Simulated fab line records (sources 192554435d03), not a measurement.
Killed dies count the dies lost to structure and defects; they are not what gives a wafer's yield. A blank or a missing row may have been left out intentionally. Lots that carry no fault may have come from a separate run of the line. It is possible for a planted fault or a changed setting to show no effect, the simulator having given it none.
fab line records ; flow n5Finfet
record: lots: 7; wafers: 19; lastDay: 19
route steps=1938 shown BEOL_M4@1055 PASSIVATION@1936
lots that met no fault: from a run of the same line without faults
startH: hours from the record's first day to the start of the lot's first wafer shown ; waitH: hours elapsed since this lot's preceding step ; " the same as in the row above ; L1.1+2: one row covering several wafers at once ; - either no value or no given start ; * or withheld: withheld ; < > ~ a bound
route shown NAME@n: NAME is a module with steps in the file, n the number in the route of the first one ; usual: mean/standard deviation of fault-free wafers ; same: alike in all rows ; chamber/n: place in a boat ; sites: readings site by site ; _std_site: standard deviation of those values ; _edge_site: mean of outer sites minus mean of inner sites ; radiusMm: how far each site lies from the wafer's centre ; mask NAME#n: copy n ; behind: the tool/chamber that last shaped the wafer ; hold: why the lot went on hold/how many hours it stayed there/how the hold came to an end ; device: the n, p or np transistor that did not switch ; end of line: the route-end tests of the same wafers ; step lacking rows: just its recipe ; killed: not the wafer's yield, but the dies lost to structure and defects at the first sort ; map: a wafer's dies, marking killed ones x, the rest . and places with no die _
set.NAME: the run value of the setting; set.NAME@STEP: its run value at that earlier step ; model.NAME: the simulator's own value behind a step, which no gauge read
lots at some steps of the route; a table a step, a row a wafer
services: the hour from which a tool's chamber was out of use, counted from the record's first day as startH (under 0 if before that day), plus the number of hours and why
== steps ==
step: N5_BEOL_M4_DEVELOP_27
recipe: developTimeS: 30; developer: TMAH; resist: CAR-EUV; rinseLiquid: surfactantRinse; dry: airSpin; devTempC: 23
step: N5_BEOL_M4_CD_MEAS_28
recipe: targetCdNm: 26.2; landingEnergyEv: 500; detector: seInlens; targetCdYNm: 24.1; polarity: opening
usual: cdNm: 26.17/0.23
lot.wafer;tool;chamber;startH;waitH;cdNm
L469.3;cdSem-01;0;167.98;-;26.08
L469.4;cdSem-01;0;167.98;-;26.42
L469.6;cdSem-01;0;167.98;-;26.22
L472.3;cdSem-02;0;184.55;-;26.21
L472.4;cdSem-02;0;184.55;-;25.81
L474.3;cdSem-01;0;198.64;-;25.80
L474.4;cdSem-01;0;198.64;-;26.13
L474.5;cdSem-01;0;198.64;-;26.11
L476.3;cdSem-02;0;203.30;-;26.39
L476.6;cdSem-02;0;203.30;-;26.30
L485.1;cdSem-01;0;260.48;-;26.14
L485.5;cdSem-01;0;260.48;-;26.12
L485.6;cdSem-01;0;260.48;-;26.30
L488.2;cdSem-03;0;296.58;-;26.17
L488.3;cdSem-03;0;296.58;-;26.30
L488.6;cdSem-03;0;296.58;-;26.20
L489.1;cdSem-01;0;326.33;-;25.96
L489.4;cdSem-01;0;326.33;-;26.28
L489.5;cdSem-01;0;326.33;-;26.35
step: N5_BEOL_M4_OVL_MEAS_29
recipe: pointsPerWafer: 522
usual: V3_OVL: 0.1/0.63
lot.wafer;tool;chamber;startH;waitH;V3_OVL[nm]
L469.3;overlay-02;0;168.02;0.0;-0.8
L469.4;overlay-02;0;168.02;0.0;-1.1
L469.6;overlay-02;0;168.02;0.0;-0.7
L472.3;overlay-02;0;184.59;0.0;0.6
L472.4;overlay-02;0;184.59;0.0;0.4
L474.3;overlay-02;0;198.68;0.0;0.4
L474.4;overlay-02;0;198.68;0.0;1.5
L474.5;overlay-02;0;198.68;0.0;0.3
L476.3;overlay-01;0;203.34;0.0;-0.1
L476.6;overlay-01;0;203.34;0.0;-0.4
L485.1;overlay-01;0;260.51;0.0;-0.1
L485.5;overlay-01;0;260.51;0.0;-0.8
L485.6;overlay-01;0;260.51;0.0;-0.3
L488.2;overlay-01;0;296.62;0.0;-0.6
L488.3;overlay-01;0;296.62;0.0;-0.6
L488.6;overlay-01;0;296.62;0.0;0.1
L489.1;overlay-02;0;326.36;0.0;-0.2
L489.4;overlay-02;0;326.36;0.0;0.3
L489.5;overlay-02;0;326.36;0.0;-0.5
step: N5_BEOL_M4_INSPECT_30
recipe: mode: adi; inspectInstrument: brightfield
usual: rawDefectCount: 432/100
lot.wafer;tool;chamber;startH;waitH;rawDefectCount
L469.3;defectInspect-01;-;168.07;0.0;585
L469.4;defectInspect-01;-;168.07;0.0;418
L469.6;defectInspect-01;-;168.07;0.0;356
L472.3;defectInspect-02;-;184.63;0.0;525
L472.4;defectInspect-02;-;184.63;0.0;389
L474.3;defectInspect-01;-;198.73;0.1;595
L474.4;defectInspect-01;-;198.73;0.1;347
L474.5;defectInspect-01;-;198.73;0.1;290
L476.3;defectInspect-01;-;203.39;0.0;433
L476.6;defectInspect-01;-;203.39;0.0;460
L485.1;defectInspect-02;-;260.57;0.1;453
L485.5;defectInspect-02;-;260.57;0.1;371
L485.6;defectInspect-02;-;260.57;0.1;380
L488.2;defectInspect-01;-;296.67;0.0;493
L488.3;defectInspect-01;-;296.67;0.0;486
L488.6;defectInspect-01;-;296.67;0.0;340
L489.1;defectInspect-02;-;326.42;0.1;349
L489.4;defectInspect-02;-;326.42;0.1;677
L489.5;defectInspect-02;-;326.42;0.1;434
step: N5_BEOL_M4_DESCUM_33
recipe: chemistry: O2; timeS: 7; sourcePowerW: 50; biasPowerW: 20; pressureMtorr: 20; rfFrequencyHz: 2.712e+07; tempC: 40; resist: CAR-EUV; o2FlowSccm: 225
usual: drypumpMotorCurrentA: 5.7/0.39; oesProductAu: 0.80/0.091; rfFwdPowerW: 49.37/0.25; rfVppV: 243.7/1.4; showerheadPlenumPTorr: 2.12/0.078; throttleValvePct: 20.46/0.26
lot.wafer;tool;chamber;startH;waitH;drypumpMotorCurrentA;oesProductAu;rfFwdPowerW;rfHoursCounterH;rfVppV;showerheadPlenumPTorr;throttleValvePct
L469.3;rieDiel-05;2;168.10;0.0;6.1;0.74;49.05;169;243.9;2.18;20.72
L469.4;rieDiel-05;0;168.10;0.0;6.1;0.70;49.52;233;241.7;1.98;20.36
L469.6;rieDiel-05;3;168.10;0.0;6.1;0.73;49.68;-;241.8;2.00;20.46
L472.3;rieDiel-01;2;184.95;0.3;5.5;0.88;49.41;45;245.4;2.13;20.29
L472.4;rieDiel-01;0;184.95;0.3;5.1;0.80;49.27;103;244.6;2.19;20.42
L474.3;rieDiel-05;0;198.81;0.1;6.1;0.69;49.49;243;241.4;1.98;20.37
L474.4;rieDiel-05;1;198.81;0.1;5.5;0.67;49.52;235;242.5;2.05;20.56
L474.5;rieDiel-05;3;198.81;0.1;6.1;0.73;49.17;-;241.4;2.00;20.49
L476.3;rieDiel-03;2;203.42;0.0;5.2;0.68;49.21;264;243.0;2.08;20.88
L476.6;rieDiel-03;3;203.42;0.0;5.1;0.71;49.41;-;240.7;1.99;20.74
L485.1;rieDiel-01;1;260.61;0.0;6.1;0.86;49.33;66;244.0;2.11;20.14
L485.5;rieDiel-01;1;260.61;0.0;6.1;0.85;49.30;-;243.9;2.11;20.12
L485.6;rieDiel-01;0;260.61;0.0;5.1;0.76;49.24;-;244.5;2.18;20.45
L488.2;rieDiel-01;3;296.80;0.1;5.7;0.86;49.40;49;244.3;2.22;20.72
L488.3;rieDiel-01;1;296.80;0.1;6.1;0.83;49.14;77;242.7;2.11;20.15
L488.6;rieDiel-01;3;296.80;0.1;5.7;0.86;49.81;-;245.9;2.22;20.73
L489.1;rieDiel-03;3;326.45;0.0;5.1;0.68;49.34;246;240.5;1.97;20.80
L489.4;rieDiel-03;2;326.45;0.0;5.2;0.89;49.10;-;241.6;2.06;20.53
L489.5;rieDiel-03;1;326.45;0.0;6.1;0.87;49.58;-;242.2;2.04;19.86
step: N5_BEOL_M4_ETCH_77
recipe: chemistry: N2/H2; target: underlayer; targetDepthA: 65; maskMaterial: CAR-EUV; timeS: 5.2; ionEnergyEv: 200; pressureMtorr: 30; sourceW: 840; biasW: 150; n2FlowSccm: 200; h2FlowSccm: 200; ends: cleared
step: N5_BEOL_M4_ETCH_69
recipe: chemistry: CF4; target: SiARC; targetDepthA: 156; maskMaterial: CAR-EUV; timeS: 26; ionEnergyEv: 80; pressureMtorr: 40; sourceW: 545; biasW: 36; Ar_flow_sccm: 100; cf4FlowSccm: 100; ends: cleared
usual: drypumpMotorCurrentA: 5.7/0.39; etchRfOnTimeS: 26.2/0.54; oesProductAu: 0.68/0.077; rfFwdPowerW: 531.8/1.7; rfVppV: 184.4/1.2; showerheadPlenumPTorr: 2.17/0.08; throttleValvePct: 15.63/0.25
lot.wafer;tool;chamber;startH;waitH;drypumpMotorCurrentA;etchRfOnTimeS;oesProductAu;rfFwdPowerW;rfHoursCounterH;rfVppV;showerheadPlenumPTorr;throttleValvePct
L469.3;rieDiel-05;2;168.15;0.0;6.1;26.4;0.64;533.4;169;185.0;2.21;15.79
L469.4;rieDiel-05;0;168.15;0.0;6.1;25.8;0.60;531.6;233;182.7;2.03;15.60
L469.6;rieDiel-05;3;168.15;0.0;6.1;25.5;0.63;530.9;-;182.5;2.04;15.64
L472.3;rieDiel-01;2;185.00;0.0;5.5;26.0;0.75;532.8;45;185.2;2.17;15.38
L472.4;rieDiel-01;0;185.00;0.0;5.1;26.8;0.66;533.9;103;183.3;2.24;15.58
L474.3;rieDiel-05;0;198.86;0.0;6.1;25.6;0.60;535.7;243;183.0;2.03;15.63
L474.4;rieDiel-05;1;198.86;0.0;5.5;27.7;0.57;534.9;235;184.9;2.11;15.88
L474.5;rieDiel-05;3;198.86;0.0;6.1;25.6;0.62;531.1;-;183.1;2.04;15.67
L476.3;rieDiel-03;2;203.47;0.0;5.2;26.1;0.57;529.9;264;182.8;2.11;15.99
L476.6;rieDiel-03;3;203.47;0.0;5.1;26.9;0.61;532.6;-;182.3;2.05;15.92
L485.1;rieDiel-01;1;260.66;0.0;6.1;25.7;0.73;529.4;66;184.4;2.16;15.33
L485.5;rieDiel-01;1;260.66;0.0;6.1;25.6;0.72;527.7;-;183.7;2.16;15.34
L485.6;rieDiel-01;0;260.66;0.0;5.2;26.9;0.64;529.7;-;185.0;2.23;15.63
L488.2;rieDiel-01;3;296.85;0.0;5.7;26.5;0.72;533.1;49;184.8;2.28;15.93
L488.3;rieDiel-01;1;296.85;0.0;6.1;25.6;0.71;533.1;77;184.9;2.16;15.35
L488.6;rieDiel-01;3;296.85;0.0;5.7;26.2;0.73;534.0;-;185.2;2.28;15.93
L489.1;rieDiel-03;3;326.50;0.0;5.1;27.1;0.57;532.1;246;182.3;2.03;16.03
L489.4;rieDiel-03;2;326.50;0.0;5.2;26.0;0.76;530.7;-;182.2;2.10;15.50
L489.5;rieDiel-03;1;326.50;0.0;6.1;26.5;0.77;533.0;-;183.3;2.09;15.09
step: N5_BEOL_M4_ALD_98
recipe: material: SiO2; targetThkA: 25; tempC: 100; aldPrecursorFamily: BDEAS; aldCoReactant: O2-plasma; pulseTimeS: 1; coReactantPulseTimeS: 1; purgeTimeS: 2; coReactantPurgeTimeS: 2; aldCycles: 17; pressureTorr: 2
usual: heaterPowerW: 79/3.7; precursorPulseHeightRel: 0.999/0.019
lot.wafer;tool;chamber;startH;waitH;heaterPowerW;precursorPulseHeightRel
L469.3;aldSin-02;0;168.23;0.1;76;0.996
L469.4;aldSin-02;1;168.23;0.1;86;1.005
L469.6;aldSin-02;2;168.23;0.1;80;0.988
L472.3;aldSin-02;0;185.37;0.3;77;1.021
L472.4;aldSin-02;1;185.37;0.3;84;0.998
L474.3;aldSin-03;0;198.95;0.1;74;1.032
L474.4;aldSin-03;1;198.95;0.1;81;1.009
L474.5;aldSin-03;3;198.95;0.1;73;1.036
L476.3;aldSin-01;2;203.95;0.5;78;0.980
L476.6;aldSin-01;1;203.95;0.5;77;0.985
L485.1;aldSin-02;2;261.19;0.5;81;1.019
L485.5;aldSin-02;2;261.19;0.5;85;1.001
L485.6;aldSin-02;3;261.19;0.5;81;0.991
L488.2;aldSin-03;0;296.93;0.1;75;1.019
L488.3;aldSin-03;3;296.93;0.1;71;1.000
L488.6;aldSin-03;0;296.93;0.1;75;1.004
L489.1;aldSin-02;0;326.65;0.1;78;1.004
L489.4;aldSin-02;2;326.65;0.1;82;0.968
L489.5;aldSin-02;1;326.65;0.1;85;1.014
step: N5_BEOL_M4_ETCHBACK_99
recipe: chemistry: CHF3; target: SiO2; targetDepthA: 50; timeS: 10.4; sourceW: 215; biasW: 47; Ar_flow_sccm: 200; CHF3_flow_sccm: 12; ionEnergyEv: 100; pressureMtorr: 30
usual: CHF3_flow_sccm: 12.00/0.036; drypumpMotorCurrentA: 5.7/0.4; oes_f_703_au: 0.80/0.097; oesProductAu: 0.81/0.1; rfFwdPowerW: 212.4/0.83; rfVppV: 241/4.8; showerheadPlenumPTorr: 2.19/0.086; throttleValvePct: 17.06/0.28
lot.wafer;tool;chamber;startH;waitH;CHF3_flow_sccm;drypumpMotorCurrentA;oes_f_703_au;oesProductAu;rfFwdPowerW;rfHoursCounterH;rfVppV;showerheadPlenumPTorr;throttleValvePct
L469.3;rieDiel-01;3;168.43;0.1;12.00;5.7;0.93;0.95;213.5;7;238;2.30;17.30
L469.4;rieDiel-01;0;168.43;0.1;12.00;5.2;0.76;0.79;212.1;98;245;2.25;16.98
L469.6;rieDiel-01;0;168.43;0.1;12.02;5.2;0.77;0.79;213.2;-;245;2.25;16.97
L472.3;rieDiel-01;0;185.49;0.1;11.92;5.1;0.76;0.78;212.3;103;244;2.25;17.01
L472.4;rieDiel-01;3;185.49;0.1;11.96;5.7;0.90;0.92;212.6;12;236;2.30;17.29
L474.3;rieDiel-01;3;200.59;1.6;12.03;5.6;0.90;0.92;212.9;17;237;2.30;17.33
L474.4;rieDiel-01;1;200.59;1.6;11.93;6.1;0.87;0.88;210.9;46;246;2.20;16.84
L474.5;rieDiel-01;2;200.59;1.6;12.02;5.5;0.84;0.88;212.7;-;246;2.18;16.84
L476.3;rieDiel-01;0;205.30;1.3;12.05;5.2;0.75;0.78;213.1;110;245;2.24;17.01
L476.6;rieDiel-01;3;205.30;1.3;12.04;5.7;0.90;0.90;213.7;-;238;2.30;17.32
L485.1;rieDiel-05;3;264.94;3.7;12.05;6.1;0.71;0.70;212.7;239;231;2.02;17.07
L485.5;rieDiel-05;0;264.94;3.7;12.00;6.1;0.93;0.92;212.1;-;237;2.30;16.66
L485.6;rieDiel-05;2;264.94;3.7;12.00;6.1;0.71;0.70;211.5;-;245;2.22;17.36
L488.2;rieDiel-03;1;311.67;14.7;12.03;6.1;0.90;0.89;212.2;34;237;2.10;16.49
L488.3;rieDiel-03;1;311.67;14.7;11.96;6.1;0.90;0.90;212.7;-;238;2.10;16.50
L488.6;rieDiel-03;1;311.67;14.7;11.99;6.1;0.89;0.90;213.1;-;237;2.10;16.50
L489.1;rieDiel-01;0;336.34;9.6;12.03;5.2;0.71;0.73;212.2;154;244;2.23;17.09
L489.4;rieDiel-01;1;336.34;9.6;11.96;6.1;0.81;0.81;212.1;92;246;2.18;16.93
L489.5;rieDiel-01;1;336.34;9.6;12.02;6.1;0.81;0.81;212.1;-;246;2.18;16.93
step: N5_BEOL_M4_ETCH_70
recipe: chemistry: N2/H2; target: SOC; targetDepthA: 800; overetchA: 240; maskMaterial: SiARC; tempC: 40; timeS: 130; ionEnergyEv: 200; pressureMtorr: 30; sourceW: 840; biasW: 150; n2FlowSccm: 200; h2FlowSccm: 200
usual: drypumpMotorCurrentA: 5.7/0.4; n2FlowSccm: 200.0/0.58; oesProductAu: 0.60/0.07; rfFwdPowerW: 836.0/2.6; rfVppV: 525.2/3; showerheadPlenumPTorr: 2.59/0.1; throttleValvePct: 17.79/0.24
lot.wafer;tool;chamber;startH;waitH;drypumpMotorCurrentA;n2FlowSccm;oesProductAu;rfFwdPowerW;rfHoursCounterH;rfVppV;showerheadPlenumPTorr;throttleValvePct
L469.3;rieDiel-01;3;168.47;0.0;5.7;200.6;0.69;838.3;7;529.3;2.72;18.04
L469.4;rieDiel-01;0;168.47;0.0;5.2;200.7;0.58;836.5;98;528.4;2.67;17.71
L469.6;rieDiel-01;0;168.47;0.0;5.2;199.2;0.58;835.1;-;527.7;2.67;17.70
L472.3;rieDiel-01;0;185.52;0.0;5.2;199.3;0.59;835.0;103;528.5;2.66;17.72
L472.4;rieDiel-01;3;185.52;0.0;5.7;200.5;0.68;837.3;12;530.6;2.72;18.05
L474.3;rieDiel-01;3;200.63;0.0;5.7;199.1;0.67;834.0;17;527.8;2.72;18.05
L474.4;rieDiel-01;1;200.63;0.0;6.1;199.7;0.64;834.8;46;524.9;2.59;17.60
L474.5;rieDiel-01;2;200.63;0.0;5.5;199.6;0.64;836.0;-;525.7;2.59;17.64
L476.3;rieDiel-01;0;205.34;0.0;5.2;199.9;0.58;840.3;110;526.3;2.66;17.72
L476.6;rieDiel-01;3;205.34;0.0;5.7;198.7;0.67;841.6;-;528.5;2.71;18.08
L485.1;rieDiel-05;3;264.98;0.0;6.1;200.1;0.52;835.0;239;520.2;2.39;17.81
L485.5;rieDiel-05;0;264.98;0.0;6.1;200.0;0.66;833.3;-;528.8;2.71;17.40
L485.6;rieDiel-05;2;264.98;0.0;6.2;200.8;0.53;836.8;-;524.2;2.62;18.03
L488.2;rieDiel-03;1;311.72;0.0;6.1;200.5;0.67;837.2;34;521.6;2.49;17.31
L488.3;rieDiel-03;1;311.72;0.0;6.1;199.8;0.66;836.4;-;521.8;2.49;17.30
L488.6;rieDiel-03;1;311.72;0.0;6.1;199.9;0.67;835.9;-;524.3;2.49;17.29
L489.1;rieDiel-01;0;336.38;0.0;5.1;200.5;0.54;837.0;154;527.7;2.64;17.79
L489.4;rieDiel-01;1;336.38;0.0;6.1;199.6;0.60;834.0;92;526.1;2.57;17.69
L489.5;rieDiel-01;1;336.38;0.0;6.1;200.5;0.60;832.5;-;524.1;2.57;17.67
step: N5_BEOL_M4_STRIP_71
recipe: chemistry: N2/H2; tempC: 40; n2FlowSccm: 200; h2FlowSccm: 200; rfFrequencyHz: 6e+07
step: N5_BEOL_M4_STRIP_78
recipe: chemistry: N2/H2; tempC: 40; n2FlowSccm: 200; h2FlowSccm: 200; rfFrequencyHz: 6e+07
step: N5_BEOL_M4_VIA_ETCH_34
recipe: chemistry: C4F6/O2; targetDepthA: 694; maskMaterial: SOC; pressureMtorr: 15; ionEnergyEv: 250; taperDeg: 4; timeS: 65.9; sourceW: 350; biasW: 170; Ar_flow_sccm: 300; C4F6_flow_sccm: 10; O2_flow_sccm: 10
usual: drypumpMotorCurrentA: 5.7/0.4; oes_f_703_au: 0.80/0.096; oesProductAu: 0.81/0.1; rfFwdPowerW: 346.9/1.2; rfVppV: 667/13; showerheadPlenumPTorr: 2.89/0.11; throttleValvePct: 30.8/0.33
lot.wafer;tool;chamber;startH;waitH;drypumpMotorCurrentA;oes_f_703_au;oesProductAu;rfFwdPowerW;rfHoursCounterH;rfVppV;showerheadPlenumPTorr;throttleValvePct;model.etch.depthNm;model.SOC_of_BEOL_M4_COAT_67.thkNm
L469.3;rieDiel-01;3;168.57;0.0;5.6;0.92;0.94;348.9;7;656;3.03;31.2;69.29;51.8
L469.4;rieDiel-01;0;168.57;0.0;5.2;0.76;0.80;346.2;98;676;2.97;30.7;68.97;51.6
L469.6;rieDiel-01;0;168.57;0.0;5.1;0.76;0.80;346.0;-;675;2.97;30.7;69.65;51.8
L472.3;rieDiel-01;0;185.63;0.0;5.2;0.76;0.96;347.1;103;675;2.96;30.7;92.72;49.2
L472.4;rieDiel-01;3;185.63;0.0;5.7;0.91;1.12;348.9;12;656;3.03;31.2;92.8;49.2
L474.3;rieDiel-01;3;200.73;0.0;5.7;0.89;1.10;345.8;18;655;3.03;31.3;92.24;49
L474.4;rieDiel-01;1;200.73;0.0;6.1;0.86;1.08;345.2;46;683;2.90;30.6;95.96;48.4
L474.5;rieDiel-01;2;200.73;0.0;5.6;0.85;0.87;348.9;-;682;2.87;30.6;69.75;51.6
L476.3;rieDiel-01;0;205.44;0.0;5.1;0.75;0.94;346.9;110;675;2.96;30.7;90.99;49.4
L476.6;rieDiel-01;3;205.44;0.0;5.7;0.88;0.90;348.4;-;656;3.03;31.2;68;52.2
L485.1;rieDiel-05;3;265.08;0.0;6.1;0.71;0.70;347.2;239;641;2.67;30.4;69.36;51.8
L485.5;rieDiel-05;0;265.08;0.0;6.1;0.92;0.92;346.8;-;653;3.02;30.4;71.22;51.8
L485.6;rieDiel-05;2;265.08;0.0;6.1;0.71;0.70;346.8;-;680;2.93;31.0;68.69;52
L488.2;rieDiel-03;1;311.88;0.0;6.1;0.89;0.89;348.4;34;658;2.77;30.1;67.71;52
L488.3;rieDiel-03;1;311.88;0.0;6.1;0.89;0.90;347.0;-;660;2.77;30.1;67.52;52.2
L488.6;rieDiel-03;1;311.88;0.0;6.1;0.90;0.90;347.2;-;656;2.77;30.1;67.86;52
L489.1;rieDiel-01;0;336.49;0.0;5.2;0.71;0.73;346.5;154;675;2.94;30.7;67.42;52
L489.4;rieDiel-01;1;336.49;0.0;6.1;0.81;0.82;347.3;92;681;2.88;30.6;70.57;51.8
L489.5;rieDiel-01;1;336.49;0.0;6.1;0.81;0.81;346.6;-;684;2.88;30.6;69.76;52
step: N5_BEOL_M4_STRIP_83
recipe: chemistry: C4F6/O2; resist: SiARC; rfFrequencyHz: 6e+07
step: N5_BEOL_M4_RC_MEAS_101
usual: DIBL_N: 36.3/2.2; DIBL_P: 36.0/2.4; IOFF_N: 0.16/0.042; IOFF_P: 0.22/0.041; ION_N: 672/14; ION_P: 462/7.9; SS_N: 71.7/0.76; SS_P: 73.3/0.72; VT_N: 250/3.6; VT_P: -249/3
lot.wafer;tool;chamber;startH;waitH;DIBL_N[mV/V];DIBL_P[mV/V];IOFF_N[nA/um];IOFF_P[nA/um];ION_N[uA/um];ION_P[uA/um];SS_N[mV/dec];SS_P[mV/dec];VT_N[mV];VT_P[mV]
L469.3;prober-02;0;176.06;0.3;37.1;36.9;0.17;0.24;673;463;71.3;72.7;251;-247
L469.4;prober-02;0;176.06;0.3;36.5;36.9;0.18;0.25;672;465;70.9;73.6;246;-246
L469.6;prober-02;0;176.06;0.3;37.1;37.1;0.16;0.25;666;460;72.0;73.4;250;-248
L472.3;prober-02;0;192.28;0.3;38.0;38.6;0.19;0.25;666;454;72.3;73.6;246;-251
L472.4;prober-02;0;192.28;0.3;33.4;33.7;0.13;0.18;669;462;70.8;72.4;252;-253
L474.3;prober-01;0;205.51;0.3;34.7;34.8;0.14;0.20;664;461;71.5;72.4;251;-251
L474.4;prober-01;0;205.51;0.3;36.1;35.8;0.15;0.20;667;454;71.8;73.6;254;-250
L474.5;prober-01;0;205.51;0.3;35.9;36.1;0.16;0.21;672;462;71.8;72.9;252;-252
L476.3;prober-01;0;210.61;0.3;41.9;41.4;0.27;0.32;698;471;72.4;74.5;241;-243
L476.6;prober-01;0;210.61;0.3;36.6;34.8;0.14;0.20;660;452;71.2;72.7;251;-250
L485.1;prober-01;0;269.53;0.0;33.7;33.3;0.11;0.15;661;456;70.8;72.6;257;-256
L485.5;prober-01;0;269.53;0.0;33.9;32.6;0.11;0.15;644;437;71.5;72.1;253;-253
L485.6;prober-01;0;269.53;0.0;31.5;30.9;0.09;0.13;651;452;70.0;71.6;256;-256
L488.2;prober-02;0;316.54;0.2;36.7;37.8;0.17;0.23;678;468;72.5;73.7;248;-248
L488.3;prober-02;0;316.54;0.2;37.4;37.8;0.20;0.25;692;467;71.5;73.8;246;-248
L488.6;prober-02;0;316.54;0.2;35.4;35.1;0.16;0.21;673;461;71.7;72.4;248;-250
L489.1;prober-01;0;342.31;0.4;36.2;37.5;0.17;0.22;681;462;71.8;72.8;251;-248
L489.4;prober-01;0;342.31;0.4;35.7;36.7;0.17;0.21;677;462;71.1;73.6;250;-250
L489.5;prober-01;0;342.31;0.4;36.9;38.0;0.19;0.23;686;466;72.3;73.8;249;-248
step: N5_PASSIVATION_PROBE_49
usual: defectLimitedYield: 91.3/1.7; killed_at_M0_to_M3: 33/9.9; killed_at_M4_up: 14/6.4; killedAtContacts: 12/7; killedAtFrontEnd: 41/13; killedAtOther: 3.1/2.9; killedDies: 103/20; killedOpen: 67/14; killedShort: 34/9.4; sort_bin_4_leakage: 0.03/0.24; sort_bin_5_function: 5.1/1.1; sort_bin_6_memory: 3.2/0.79; sort_bin_8_speed: 0.02/0.15; sortNPass: 1077/21; sortYieldPct: 91.2/1.7
same: grossDies: 1180; killedAtBackSide: 0
lot.wafer;tool;chamber;startH;waitH;defectLimitedYield[%];killed_at_M0_to_M3;killed_at_M4_up;killedAtContacts;killedAtFrontEnd;killedAtOther;killedDies;killedOpen;killedShort;sort_bin_4_leakage[%];sort_bin_5_function[%];sort_bin_6_memory[%];sort_bin_8_speed[%];sortNPass;sortYieldPct[%]
L472.3;prober-01;-;291.40;0.1;92.1;43;13;7;29;1;93;56;36;0;4.8;2.9;0;1087;92.1
L474.3;prober-01;-;305.77;0.1;87.7;43;24;7;71;0;145;91;52;0;7.7;4.3;0;1035;87.7
L474.4;prober-01;-;305.82;0.2;88.5;35;25;9;67;0;136;81;44;0;6.3;4.2;0;1044;88.5
L474.5;prober-01;-;305.87;0.2;86.4;46;22;25;67;1;161;105;55;0;7.3;5.6;0;1019;86.4
killed by level:class
L472.3 BEOL_M0_SAQP:geometricParticle:short=14 BEOL_M0_SAQP:geometricParticle:open=11 MOL_CONTACT_COAG:geometricParticle:open=6 DUMMY_GATE:geometricParticle:open=4 BEOL_M0:geometricParticle:open=4 BEOL_M1:geometricParticle:open=4 BEOL_M1:geometricParticle:short=4 BEOL_M3:geometricParticle:open=4
L474.3 FIN_SAQP:geometricParticle:open=16 STI_FIN_REVEAL:geometricParticle:open=12 BEOL_M0_SAQP:geometricParticle:short=12 FIN_SAQP:geometricParticle:short=11 DUMMY_GATE:geometricParticle:open=9 BEOL_M4:geometricParticle:open=9 MOL_CONTACT_COAG:geometricParticle:open=7 BEOL_M0_SAQP:geometricParticle:open=7
L474.4 BEOL_M4:geometricParticle:open=15 FIN_SAQP:geometricParticle:short=11 STI_FIN_REVEAL:geometricParticle:open=11 BEOL_M0_SAQP:geometricParticle:short=10 BEOL_M0_SAQP:geometricParticle:open=10 FIN_SAQP:geometricParticle:open=9 MOL_CONTACT_COAG:geometricParticle:open=9 HKMG_FIN:areaEtch=8
L474.5 MOL_CONTACT_COAG:geometricParticle:open=18 FIN_SAQP:geometricParticle:open=16 BEOL_M0_SAQP:geometricParticle:short=16 STI_FIN_REVEAL:geometricParticle:open=15 FIN_SAQP:geometricParticle:short=11 BEOL_M4:geometricParticle:open=8 STI_FIN_REVEAL:geometricParticle:short=7 BEOL_M0_SAQP:geometricParticle:open=7
== services ==
tool;chamber;startH;hours;kind
rieDiel-05;-;147.61;14.6;pm
rieDiel-05;0;175.21;1.2;repair
aldSin-03;-;176.75;14.0;pm
rieDiel-01;-;216.73;1.2;repair
rieDiel-05;0;218.65;-;clean
rieDiel-05;0;218.65;-;consumableReplace:focusRing
rieDiel-05;0;218.65;-;consumableReplace:showerhead
aldSin-02;2;224.19;2.0;repair
aldSin-02;3;225.22;17.1;repair
rieDiel-05;1;237.91;6.5;repair
rieDiel-05;1;244.59;-;clean
rieDiel-05;1;244.59;-;consumableReplace:focusRing
aldSin-01;3;254.58;2.8;repair
rieDiel-03;0;258.93;7.9;repair
rieDiel-03;1;266.71;8.6;repair
aldSin-01;-;268.25;14.0;pm
aldSin-03;-;274.20;1.3;repair
rieDiel-03;1;289.50;8.2;repair
aldSin-03;3;303.65;10.1;repair
rieDiel-05;1;308.63;4.9;repair
rieDiel-03;2;309.62;9.7;repair
aldSin-03;1;315.05;4.1;repair
rieDiel-05;1;329.31;1.2;repair
aldSin-01;1;329.62;18.8;repair
== key ==
firstSign: step: N5_BEOL_M4_VIA_ETCH_34; reading: oesProductAu; direction: up; sigmas: 2.3; usual: 0.81; struck: 1.04
effect none on later readings
modelEffect: step: N5_BEOL_M4_VIA_ETCH_34; value: etch.depthNm; without: 69.44; struck: 92.94
metAt N5_BEOL_M4_VIA_ETCH_34
struckWafers L472.3,L472.4,L474.3,L474.4,L476.3
onsetBetween 168.57 185.63
fault: kind: processParameterDrift; tool: rieDiel-01; chamber: -; onsetH: 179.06; steps: N5_BEOL_M4_VIA_ETCH_34; channel: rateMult; offset: 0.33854; shape: step; endH: 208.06; scope: struckWafersOnly
